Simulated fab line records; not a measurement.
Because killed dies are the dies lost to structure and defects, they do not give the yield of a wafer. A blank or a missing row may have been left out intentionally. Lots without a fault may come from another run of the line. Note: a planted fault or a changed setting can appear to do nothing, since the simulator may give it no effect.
Matching of chambers ; flow nand-harc ; NHARC_P_ZERO_WELL_DESCUM_39 on rie-diel-06 has 4 sister chambers
The step chemistry O2, time 3 s. 4 wafers are shown with their chamber, then 7 later ones without.

## WAFERS, EACH WITH ITS CHAMBER
wafer;chamber;showerhead-plenum-p-Torr (Torr)
L496.1;3;2.00
L497.6;1;1.77
L498.6;0;2.01
L508.5;2;1.78

## WAFERS WITH NO CHAMBER GIVEN
wafer;showerhead-plenum-p-Torr (Torr)
L508.6;1.99
L509.1;2.00
L509.2;1.99
L509.5;1.99
L511.1;1.99
L511.2;2.07
L511.5;1.98

## WHICH CHAMBER EACH ONE RAN IN
wafer;from the rows above;in truth
L508.6;can't be placed: 3 or 0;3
L509.1;can't be placed: 3 or 0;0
L509.2;can't be placed: 3 or 0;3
L509.5;can't be placed: 3 or 0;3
L511.1;can't be placed: 3 or 0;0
L511.2;can't be placed: 0 or 3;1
L511.5;can't be placed: 3 or 0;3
Correctly placed: 0 of 7. Not placeable from these rows: 7 (in 6, the candidates include the true chamber). Number placed wrongly: 0.
How it was worked out, from the rows above alone: a wafer's distance from a chamber is the root of the sum, over the readings, of the square of ((its reading less the chamber's mean) divided by the reading's scatter). The wafer belongs to the nearest chamber; if the next one is less than 2 further off, it can't be placed. The mean given for a chamber averages the wafers shown for that chamber. The scatter (one wafer shown for each chamber): square how far every hidden wafer sits from the nearest shown wafer, average those squares and take the square root.
